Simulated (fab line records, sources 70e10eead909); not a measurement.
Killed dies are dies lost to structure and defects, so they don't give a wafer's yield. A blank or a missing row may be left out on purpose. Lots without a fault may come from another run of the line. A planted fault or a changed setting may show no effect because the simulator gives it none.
One fault seen from 2 desks | flow nand_harc | each desk has only its own numbers; what lay behind them comes last

THE METROLOGY DESK
What the gauges read, lot by lot, whatever tool the lot ran on: means of the sampled wafers that have a number. A lot is out of limits, marked OUT, if its mean lies more than 4 standard deviations from the usual mean; the brackets give that distance.
Columns: A = cd_nm at NHARC_P_STI_CD_MEAS_16, usual 199.0 nm
lot  | first seen here | A
L567 | day 2 13:31     | 198.3
L568 | day 2 17:29     | 200.6
L572 | day 3 14:41     | 196.5
L578 | day 5 09:02     | 201.2
L580 | day 5 19:01     | 199.5
L582 | day 6 03:26     | 195.7
L585 | day 7 02:10     | 200.5
L586 | day 7 02:20     | 197.0
L587 | day 7 13:17     | 199.6
L588 | day 7 17:54     | 201.2
L589 | day 8 00:38     | 200.9
L590 | day 8 05:28     | 200.1
This desk's finding: nothing out of limits on any of the 12 lots.

THE TOOL OWNER'S DESK: rie_si-03
The tool's own readings at NHARC_P_GATE_ETCH_32 (etches the open film in HBr/Cl2, target depth 150 nm, time 100.1 s): means of the sampled wafers that have a number, for each lot that ran on this tool. A lot is out of limits, marked OUT, if its mean lies more than 4 standard deviations from the usual mean; the brackets give that distance.
Columns: A = drypump_motor_current_A at NHARC_P_GATE_ETCH_32, usual 6.0 A; B = mfc_cl2_sccm at NHARC_P_GATE_ETCH_32, usual 50.00 sccm; C = oes_product_au at NHARC_P_GATE_ETCH_32, usual 0.998 a.u.; D = throttle_valve_pct at NHARC_P_GATE_ETCH_32, usual 26.406 %
lot  | first seen here | A   | B               | C     | D
L568 | day 4 14:22     | 5.6 | 50.02           | 1.000 | 26.408
L580 | day 8 01:24     | 6.6 | 40.06 (-66) OUT | 0.996 | 25.810 (-71) OUT
L578 | day 8 02:24     | 5.6 | 40.08 (-66) OUT | 0.987 | 25.818 (-70) OUT
L582 | day 8 11:26     | 6.6 | 39.97 (-67) OUT | 0.991 | 25.821 (-70) OUT
This desk's finding: out of limits on L578, L580, L582; first on L580, day 8 01:24 (mfc_cl2_sccm at NHARC_P_GATE_ETCH_32). In limits: L568.

PUT TOGETHER
The tool owner's desk could have raised an alarm at day 8 01:24, on L578, L580, L582.
The metrology desk saw nothing out of limits.
The metrology desk has L578, L580, L582 on record, within its limits.
Of the lots named, all ran NHARC_P_GATE_ETCH_32 on rie_si-03.

WHAT THE SIMULATOR HAD PUT IN
Process parameter drift: rie_si-03, from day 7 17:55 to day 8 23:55, at NHARC_P_GATE_ETCH_32. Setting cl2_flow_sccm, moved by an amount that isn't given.
Lots struck among those shown: L578, L580, L582.
Hours from the fault's start to each desk's first reading out of limits: the tool owner's desk, 7.
